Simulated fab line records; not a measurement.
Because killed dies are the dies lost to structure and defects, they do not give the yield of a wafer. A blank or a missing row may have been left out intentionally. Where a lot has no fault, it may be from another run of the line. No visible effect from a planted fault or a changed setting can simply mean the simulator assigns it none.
The tool behind it: which one? + flow nandHarc + 24 lots, 72 wafers sampled, at 6 steps of a route of 1159

WHAT THE GAUGES READ, wafer by wafer
The record holds no reading of a measuring or inspecting step that can be judged against a usual standard deviation.

EACH LOT AND THE TOOL THAT RAN IT (in order: tool; ch and the chambers of the sampled wafers; start)
| lot  | NHARC_A_STAIRCASE_ETCH_232                   | NHARC_A_STAIRCASE_DEP_259       | NHARC_A_STAIRCASE_DEP_301       | NHARC_A_STAIRCASE_STRIP_316                  | NHARC_A_STAIRCASE_DEP_417       | NHARC_A_STAIRCASE_STRIP_446         |
|------|----------------------------------------------|---------------------------------|---------------------------------|----------------------------------------------|---------------------------------|-------------------------------------|
| L074 | rieDiel-02 ch 0,2, day 11 15:47 or earlier   | pecvd-04 ch 0,1,2, day 11 15:47 | pecvd-01 ch 0,1, day 11 21:04   | rieDiel-05 ch 1,2,3, day 12 03:04 or earlier | pecvd-02 ch 0,1, day 12 03:04   | plasmaAsher-01 ch 0,1, day 13 19:03 |
| L076 | rieDiel-05 ch 0,1,3, day 12 00:51 or earlier | pecvd-04 ch 0,1,2, day 12 00:51 | pecvd-02 ch 0,1,2, day 12 05:56 | rieDiel-02 ch 0,2, day 12 12:44 or earlier   | pecvd-01 ch 0,1,2, day 12 12:44 | plasmaAsher-02 ch 0,1, day 14 07:49 |
| L078 | rieDiel-02 ch 0,3, day 12 08:33 or earlier   | pecvd-04 ch 0,1,2, day 12 08:33 | pecvd-04 ch 0,1,2, day 12 15:31 | rieDiel-05 ch 0,2, day 12 20:43 or earlier   | pecvd-04 ch 0,1, day 12 20:43   | plasmaAsher-01 ch 0,1, day 14 13:20 |
| L077 | rieDiel-11 ch 2,3, day 12 10:53 or earlier   | pecvd-02 ch 0,1, day 12 10:53   | pecvd-04 ch 1,2, day 12 17:10   | rieDiel-02 ch 1,2,3, day 12 23:22 or earlier | pecvd-01 ch 0,1,2, day 12 23:22 | plasmaAsher-01 ch 1, day 14 11:25   |
| L075 | rieDiel-11 ch 2,3, day 12 14:59 or earlier   | pecvd-01 ch 1,2, day 12 14:59   | pecvd-01 ch 0,2, day 12 20:02   | rieDiel-05 ch 0,1,2, day 13 01:16 or earlier | pecvd-01 ch 0,1,2, day 13 01:16 | plasmaAsher-01 ch 0,1, day 14 11:50 |
| L080 | rieDiel-05 ch 0,1,2, day 12 15:22 or earlier | pecvd-04 ch 0,2, day 12 15:22   | pecvd-02 ch 0,1, day 12 22:13   | rieDiel-11 ch 1,2,3, day 13 03:59 or earlier | pecvd-04 ch 1,2, day 13 03:59   | plasmaAsher-01 ch 0,1, day 14 14:35 |
| L079 | rieDiel-11 ch 1,3, day 12 16:41 or earlier   | pecvd-04 ch 1,2, day 12 16:41   | pecvd-01 ch 0,1, day 12 22:23   | rieDiel-05 ch 0,1,3, day 13 04:01 or earlier | pecvd-02 ch 0,1,2, day 13 04:01 | plasmaAsher-02 ch 0,1, day 14 13:11 |
| L081 | rieDiel-02 ch 0,1,3, day 13 13:02 or earlier | pecvd-01 ch 0,1, day 13 13:02   | pecvd-02 ch 0,1,2, day 13 20:06 | rieDiel-11 ch 0,1,3, day 14 01:56 or earlier | pecvd-04 ch 0,1, day 14 01:56   | plasmaAsher-01 ch 0,1, day 15 17:12 |
| L082 | rieDiel-02 ch 0,1,3, day 13 14:54 or earlier | pecvd-02 ch 0,1, day 13 14:54   | pecvd-02 ch 1,2, day 13 22:00   | rieDiel-02 ch 0,1, day 14 03:04 or earlier   | pecvd-02 ch 0,2, day 14 03:04   | plasmaAsher-02 ch 0,1, day 15 17:32 |
| L083 | rieDiel-02 ch 0,1, day 13 20:19 or earlier   | pecvd-02 ch 0,2, day 13 20:19   | pecvd-04 ch 1,2, day 14 02:27   | rieDiel-02 ch 0,3, day 14 07:37 or earlier   | pecvd-02 ch 0,1,2, day 14 07:37 | plasmaAsher-01 ch 0,1, day 16 06:16 |
| L085 | rieDiel-05 ch 0,2, day 14 02:15 or earlier   | pecvd-04 ch 1,2, day 14 02:15   | pecvd-02 ch 0,2, day 14 07:15   | rieDiel-11 ch 0,1, day 14 10:20              | pecvd-01 ch 1,2, day 14 14:14   | plasmaAsher-01 ch 0, day 16 06:32   |
| L084 | rieDiel-05 ch 0,2, day 14 04:05 or earlier   | pecvd-02 ch 0,2, day 14 04:05   | pecvd-04 ch 0,1,2, day 14 09:09 | rieDiel-02 ch 0,3, day 14 14:52 or earlier   | pecvd-02 ch 0,1,2, day 14 14:52 | plasmaAsher-01 ch 0,1, day 16 08:04 |
| L087 | rieDiel-05 ch 0,2,3, day 14 10:22 or earlier | pecvd-04 ch 0,1,2, day 14 10:22 | pecvd-02 ch 0,1, day 14 15:47   | rieDiel-05 ch 1,2,3, day 14 21:48 or earlier | pecvd-04 ch 1,2, day 14 21:48   | plasmaAsher-02 ch 0,1, day 16 19:18 |
| L086 | rieDiel-05 ch 1,2,3, day 15 03:05 or earlier | pecvd-01 ch 0,1,2, day 15 03:05 | pecvd-04 ch 0,1,2, day 15 08:37 | rieDiel-02 ch 1,2,3, day 15 15:11 or earlier | pecvd-02 ch 0,1,2, day 15 15:11 | plasmaAsher-01 ch 0,1, day 17 12:20 |
| L089 | rieDiel-05 ch 2,3, day 15 06:18 or earlier   | pecvd-04 ch 0,1,2, day 15 06:18 | pecvd-01 ch 0,1, day 15 12:06   | rieDiel-02 ch 0,1,3, day 15 17:12 or earlier | pecvd-04 ch 1,2, day 15 17:12   | plasmaAsher-02 ch 0,1, day 17 15:04 |
| L088 | rieDiel-11 ch 0,2, day 15 06:50 or earlier   | pecvd-04 ch 1,2, day 15 06:50   | pecvd-04 ch 0,2, day 15 12:48   | rieDiel-11 ch 0,1,3, day 15 17:50 or earlier | pecvd-02 ch 0,1, day 15 17:50   | plasmaAsher-01 ch 0,1, day 17 13:04 |
| L090 | rieDiel-11 ch 0,2, day 15 16:43 or earlier   | pecvd-04 ch 0,1,2, day 15 16:43 | pecvd-02 ch 1,2, day 16 00:37   | rieDiel-02 ch 0,2, day 16 05:35 or earlier   | pecvd-01 ch 1,2, day 16 05:35   | plasmaAsher-02 ch 0, day 17 19:49   |
| L091 | rieDiel-11 ch 0,1, day 15 20:30 or earlier   | pecvd-01 ch 0,2, day 15 20:30   | pecvd-02 ch 0,1, day 16 03:47   | rieDiel-02 ch 0,2,3, day 16 09:40 or earlier | pecvd-01 ch 0,1, day 16 09:40   | plasmaAsher-02 ch 0,1, day 18 01:39 |
| L092 | rieDiel-11 ch 0,1, day 15 19:50 or earlier   | pecvd-02 ch 0,2, day 15 19:50   | pecvd-02 ch 0,1, day 16 02:29   | rieDiel-02 ch 1,3, day 16 07:43 or earlier   | pecvd-02 ch 0,1,2, day 16 07:43 | plasmaAsher-01 ch 0,1, day 17 19:59 |
| L093 | rieDiel-02 ch 1,2,3, day 16 03:47 or earlier | pecvd-01 ch 0,1,2, day 16 03:47 | pecvd-04 ch 0,1,2, day 16 11:55 | rieDiel-02 ch 0,2,3, day 16 18:13 or earlier | pecvd-01 ch 0,1,2, day 16 18:13 | plasmaAsher-01 ch 0,1, day 18 06:59 |
| L094 | rieDiel-11 ch 0,1,2, day 16 04:14 or earlier | pecvd-04 ch 0,1,2, day 16 04:14 | pecvd-01 ch 0,1,2, day 16 12:07 | rieDiel-05 ch 1,2,3, day 16 19:23 or earlier | pecvd-02 ch 0,2, day 16 19:23   | plasmaAsher-01 ch 0,1, day 18 08:09 |
| L095 | rieDiel-05 ch 2,3, day 16 10:14 or earlier   | pecvd-02 ch 0,2, day 16 10:14   | pecvd-01 ch 0,1, day 16 15:29   | rieDiel-11 ch 1,2,3, day 16 21:06 or earlier | pecvd-01 ch 0,1,2, day 16 21:06 | plasmaAsher-01 ch 0,1, day 18 06:42 |
| L096 | rieDiel-11 ch 0,1, day 16 23:31 or earlier   | pecvd-01 ch 1,2, day 16 23:31   | pecvd-01 ch 0,1, day 17 05:25   | rieDiel-02 ch 1,3, day 17 10:50 or earlier   | pecvd-01 ch 0,1, day 17 10:50   | plasmaAsher-02 ch 0,1, day 19 02:05 |
| L097 | rieDiel-11 ch 0,1, day 17 14:49 or earlier   | pecvd-02 ch 0,2, day 17 14:49   | pecvd-01 ch 0,1,2, day 17 21:40 | rieDiel-02 ch 0,3, day 18 02:57 or earlier   | pecvd-02 ch 0,1,2, day 18 02:57 | plasmaAsher-01 ch 0,1, day 19 17:18 |
- NHARC_A_STAIRCASE_ETCH_232: etches the open film in C4F8/O2, target depth 100 nm, time 40.5 s.
- NHARC_A_STAIRCASE_DEP_259: deposits SiON, target thk 30 nm.
- NHARC_A_STAIRCASE_DEP_301: deposits SiON, target thk 30 nm.
- NHARC_A_STAIRCASE_STRIP_316: strips in O2.
- NHARC_A_STAIRCASE_DEP_417: deposits Si3N4, target thk 60 nm.
- NHARC_A_STAIRCASE_STRIP_446: strips in O2.

WHAT THE TOOLS THEMSELVES READ (means of the sampled wafers that have a number; where no wafer has one, the mark that the record gives instead)
NHARC_A_STAIRCASE_ETCH_232. Usual: oesProductAu 0.943 a.u., standard deviation 0.014; rfVppV 894 V, standard deviation 5.1.
| lot  | tool       | oesProductAu (a.u.) | rfVppV (V) | flag |
|------|------------|---------------------|------------|------|
| L074 | rieDiel-02 | 0.949               | 888        |      |
| L076 | rieDiel-05 | 0.931               | 897        |      |
| L078 | rieDiel-02 | 0.947               | 891        |      |
| L077 | rieDiel-11 | 0.941               | 898        |      |
| L075 | rieDiel-11 | 0.938               | 893        |      |
| L080 | rieDiel-05 | 0.936               | 896        |      |
| L079 | rieDiel-11 | 0.929               | 893        |      |
| L081 | rieDiel-02 | 0.963               | 893        |      |
| L082 | rieDiel-02 | 0.944               | 893        |      |
| L083 | rieDiel-02 | 0.966               | 892        |      |
| L085 | rieDiel-05 | 0.937               | 893        |      |
| L084 | rieDiel-05 | 0.949               | 896        |      |
| L087 | rieDiel-05 | 0.949               | 897        |      |
| L086 | rieDiel-05 | 0.949               | 898        |      |
| L089 | rieDiel-05 | 0.933               | 899        |      |
| L088 | rieDiel-11 | 0.937               | 889        |      |
| L090 | rieDiel-11 | 0.932               | 890        |      |
| L091 | rieDiel-11 | 0.926               | 889        |      |
| L092 | rieDiel-11 | 0.927               | 888        |      |
| L093 | rieDiel-02 | 0.953               | 893        |      |
| L094 | rieDiel-11 | 0.944               | 888        |      |
| L095 | rieDiel-05 | 0.946               | 899        |      |
| L096 | rieDiel-11 | 0.963               | 890        |      |
| L097 | rieDiel-11 | 0.955               | 889        |      |

NHARC_A_STAIRCASE_DEP_259. Usual: heaterPowerW 791 W, standard deviation 59; susceptorTempC 399.99 C, standard deviation 0.23.
| lot  | tool     | heaterPowerW (W) | susceptorTempC (C) | flag |
|------|----------|------------------|--------------------|------|
| L074 | pecvd-04 | 865              | 399.99             |      |
| L076 | pecvd-04 | 890              | 399.96             |      |
| L078 | pecvd-04 | 859              | 399.94             |      |
| L077 | pecvd-02 | 776              | 399.95             |      |
| L075 | pecvd-01 | 771              | 400.01             |      |
| L080 | pecvd-04 | 864              | 399.95             |      |
| L079 | pecvd-04 | 818              | 399.98             |      |
| L081 | pecvd-01 | 758              | 400.06             |      |
| L082 | pecvd-02 | 745              | 399.99             |      |
| L083 | pecvd-02 | 754              | 400.23             |      |
| L085 | pecvd-04 | 809              | 400.13             |      |
| L084 | pecvd-02 | 817              | 400.01             |      |
| L087 | pecvd-04 | 829              | 400.05             |      |
| L086 | pecvd-01 | 740              | 399.89             |      |
| L089 | pecvd-04 | 822              | 400.07             |      |
| L088 | pecvd-04 | 774              | 400.03             |      |
| L090 | pecvd-04 | 776              | 400.05             |      |
| L091 | pecvd-01 | 743              | 400.05             |      |
| L092 | pecvd-02 | 747              | 399.98             |      |
| L093 | pecvd-01 | 798              | 399.99             |      |
| L094 | pecvd-04 | 820              | 399.88             |      |
| L095 | pecvd-02 | 749              | 399.87             |      |
| L096 | pecvd-01 | 753              | 400.02             |      |
| L097 | pecvd-02 | 784              | 399.96             |      |

NHARC_A_STAIRCASE_DEP_301. Usual: heaterPowerW 789 W, standard deviation 66; susceptorTempC 399.97 C, standard deviation 0.22.
| lot  | tool     | heaterPowerW (W) | susceptorTempC (C) | flag |
|------|----------|------------------|--------------------|------|
| L074 | pecvd-01 | 725              | 399.93             |      |
| L076 | pecvd-02 | 780              | 399.96             |      |
| L078 | pecvd-04 | 867              | 399.97             |      |
| L077 | pecvd-04 | 859              | 399.92             |      |
| L075 | pecvd-01 | 760              | 400.01             |      |
| L080 | pecvd-02 | 710              | 399.91             |      |
| L079 | pecvd-01 | 792              | 399.77             |      |
| L081 | pecvd-02 | 756              | 399.93             |      |
| L082 | pecvd-02 | 786              | 399.92             |      |
| L083 | pecvd-04 | 892              | 400.50             |      |
| L085 | pecvd-02 | 698              | 400.05             |      |
| L084 | pecvd-04 | 867              | 400.11             |      |
| L087 | pecvd-02 | 753              | 399.90             |      |
| L086 | pecvd-04 | 819              | 399.98             |      |
| L089 | pecvd-01 | 778              | 399.79             |      |
| L088 | pecvd-04 | 827              | 400.03             |      |
| L090 | pecvd-02 | 813              | 400.22             |      |
| L091 | pecvd-02 | 736              | 399.90             |      |
| L092 | pecvd-02 | 722              | 399.88             |      |
| L093 | pecvd-04 | 866              | 399.95             |      |
| L094 | pecvd-01 | 804              | 399.91             |      |
| L095 | pecvd-01 | 730              | 400.07             |      |
| L096 | pecvd-01 | 731              | 399.89             |      |
| L097 | pecvd-01 | 765              | 399.91             |      |

NHARC_A_STAIRCASE_STRIP_316. Usual: drypumpMotorCurrentA 5.6 A, standard deviation 0.31; oesProductAu 1.005 a.u., standard deviation 0.011; rfVppV 57.7 V, standard deviation 0.83; showerheadPlenumPTorr 3.50 Torr, standard deviation 0.16; throttleValvePct 17.036 %, standard deviation 0.0094.
| lot  | tool       | drypumpMotorCurrentA (A) | oesProductAu (a.u.) | rfVppV (V) | showerheadPlenumPTorr (Torr) | throttleValvePct (%) | flag |
|------|------------|--------------------------|---------------------|------------|------------------------------|----------------------|------|
| L074 | rieDiel-05 | 5.6                      | 0.991               | 57.9       | 3.62                         | 17.045               |      |
| L076 | rieDiel-02 | 5.4                      | 1.012               | 57.5       | 3.30                         | 17.034               |      |
| L078 | rieDiel-05 | 5.6                      | 0.991               | 56.8       | 3.45                         | 17.039               |      |
| L077 | rieDiel-02 | 5.8                      | 1.012               | 57.3       | 3.46                         | 17.040               |      |
| L075 | rieDiel-05 | 5.6                      | 1.002               | 57.8       | 3.53                         | 17.039               |      |
| L080 | rieDiel-11 | 5.7                      | 0.993               | 57.3       | 3.46                         | 17.034               |      |
| L079 | rieDiel-05 | 5.6                      | 0.993               | 57.6       | 3.55                         | 17.036               |      |
| L081 | rieDiel-11 | 5.7                      | 0.998               | 57.5       | 3.45                         | 17.040               |      |
| L082 | rieDiel-02 | 5.4                      | 1.010               | 57.2       | 3.34                         | 17.027               |      |
| L083 | rieDiel-02 | 5.3                      | 1.012               | 57.7       | 3.36                         | 17.035               |      |
| L085 | rieDiel-11 | 5.8                      | 1.005               | 57.0       | 3.34                         | 17.041               |      |
| L084 | rieDiel-02 | 5.3                      | 1.021               | 57.9       | 3.36                         | 17.034               |      |
| L087 | rieDiel-05 | 5.6                      | 0.997               | 57.7       | 3.61                         | 17.040               |      |
| L086 | rieDiel-02 | 5.8                      | 0.998               | 57.7       | 3.45                         | 17.040               |      |
| L089 | rieDiel-02 | 5.6                      | 1.000               | 58.5       | 3.61                         | 17.041               |      |
| L088 | rieDiel-11 | 5.8                      | 1.003               | 57.6       | 3.44                         | 17.040               |      |
| L090 | rieDiel-02 | 5.4                      | 1.017               | 58.2       | 3.64                         | 17.037               |      |
| L091 | rieDiel-02 | 5.6                      | 1.011               | 57.7       | 3.55                         | 17.039               |      |
| L092 | rieDiel-02 | 5.8                      | 1.004               | 58.2       | 3.52                         | 17.026               |      |
| L093 | rieDiel-02 | 5.5                      | 1.009               | 57.9       | 3.55                         | 17.033               |      |
| L094 | rieDiel-05 | 5.6                      | 0.996               | 57.4       | 3.60                         | 17.029               |      |
| L095 | rieDiel-11 | 5.7                      | 0.998               | 57.9       | 3.44                         | 17.040               |      |
| L096 | rieDiel-02 | 5.9                      | 1.002               | 58.5       | 3.49                         | 17.036               |      |
| L097 | rieDiel-02 | 5.5                      | 1.014               | 57.8       | 3.62                         | 17.037               |      |

NHARC_A_STAIRCASE_DEP_417. Usual: heaterPowerW 748 W, standard deviation 61; susceptorTempC 400.01 C, standard deviation 0.23.
| lot  | tool     | heaterPowerW (W) | susceptorTempC (C) | flag |
|------|----------|------------------|--------------------|------|
| L074 | pecvd-02 | 756              | 400.16             |      |
| L076 | pecvd-01 | 775              | 400.06             |      |
| L078 | pecvd-04 | 728              | 399.97             |      |
| L077 | pecvd-01 | 774              | 400.15             |      |
| L075 | pecvd-01 | 747              | 399.95             |      |
| L080 | pecvd-04 | 830              | 400.25             |      |
| L079 | pecvd-02 | 749              | 400.09             |      |
| L081 | pecvd-04 | 722              | 399.88             |      |
| L082 | pecvd-02 | 703              | 399.96             |      |
| L083 | pecvd-02 | 746              | 400.22             |      |
| L085 | pecvd-01 | 758              | 400.17             |      |
| L084 | pecvd-02 | 723              | 400.12             |      |
| L087 | pecvd-04 | 817              | 399.92             |      |
| L086 | pecvd-02 | 753              | 400.07             |      |
| L089 | pecvd-04 | 888              | 399.91             |      |
| L088 | pecvd-02 | 688              | 399.78             |      |
| L090 | pecvd-01 | 794              | 399.94             |      |
| L091 | pecvd-01 | 653              | 400.26             |      |
| L092 | pecvd-02 | 748              | 400.11             |      |
| L093 | pecvd-01 | 755              | 399.83             |      |
| L094 | pecvd-02 | 682              | 400.13             |      |
| L095 | pecvd-01 | 760              | 399.73             |      |
| L096 | pecvd-01 | 661              | 399.78             |      |
| L097 | pecvd-02 | 756              | 399.84             |      |

NHARC_A_STAIRCASE_STRIP_446. Usual: drypumpMotorCurrentA 5.69 A, standard deviation 0.27; heaterPowerW 329 W, standard deviation 36.
| lot  | tool           | drypumpMotorCurrentA (A) | heaterPowerW (W) | flag |
|------|----------------|--------------------------|------------------|------|
| L074 | plasmaAsher-01 | 5.54                     | 318              |      |
| L076 | plasmaAsher-02 | 5.83                     | 372              |      |
| L078 | plasmaAsher-01 | 5.60                     | 309              |      |
| L077 | plasmaAsher-01 | 5.43                     | 314              |      |
| L075 | plasmaAsher-01 | 5.61                     | 312              |      |
| L080 | plasmaAsher-01 | 5.61                     | 310              |      |
| L079 | plasmaAsher-02 | 5.82                     | 371              |      |
| L081 | plasmaAsher-01 | 5.62                     | 309              |      |
| L082 | plasmaAsher-02 | 6.02                     | 335              |      |
| L083 | plasmaAsher-01 | 5.61                     | 313              |      |
| L085 | plasmaAsher-01 | 5.72                     | 306              |      |
| L084 | plasmaAsher-01 | 5.62                     | 312              |      |
| L087 | plasmaAsher-02 | 5.85                     | 386              |      |
| L086 | plasmaAsher-01 | 5.61                     | 309              |      |
| L089 | plasmaAsher-02 | 6.03                     | 348              |      |
| L088 | plasmaAsher-01 | 5.63                     | 308              |      |
| L090 | plasmaAsher-02 | 5.63                     | 411              |      |
| L091 | plasmaAsher-02 | 6.00                     | 349              |      |
| L092 | plasmaAsher-01 | 5.60                     | 305              |      |
| L093 | plasmaAsher-01 | 5.52                     | 318              |      |
| L094 | plasmaAsher-01 | 5.63                     | 311              |      |
| L095 | plasmaAsher-01 | 5.52                     | 312              |      |
| L096 | plasmaAsher-02 | 6.02                     | 349              |      |
| L097 | plasmaAsher-01 | 5.62                     | 309              |      |

THE ANSWER, worked out from the rows above alone
Rule: a lot counts as off when the mean over its wafers that have a number is more than 3 standard deviations away from the usual mean. Also off: a lot with no number at a reading for which 4 or more lots have one. All remaining lots with rows at the step are treated as sound. First the gauges in route order, then the tools' own readings, where a lot's mean is used as printed above. The first step at which some lot is off is used, and at that step the reading that is off furthest; a lot without a number counts as furthest.
None of the lots is off at any reading shown; this tells nothing.

WHAT THE SIMULATOR HAD PUT IN
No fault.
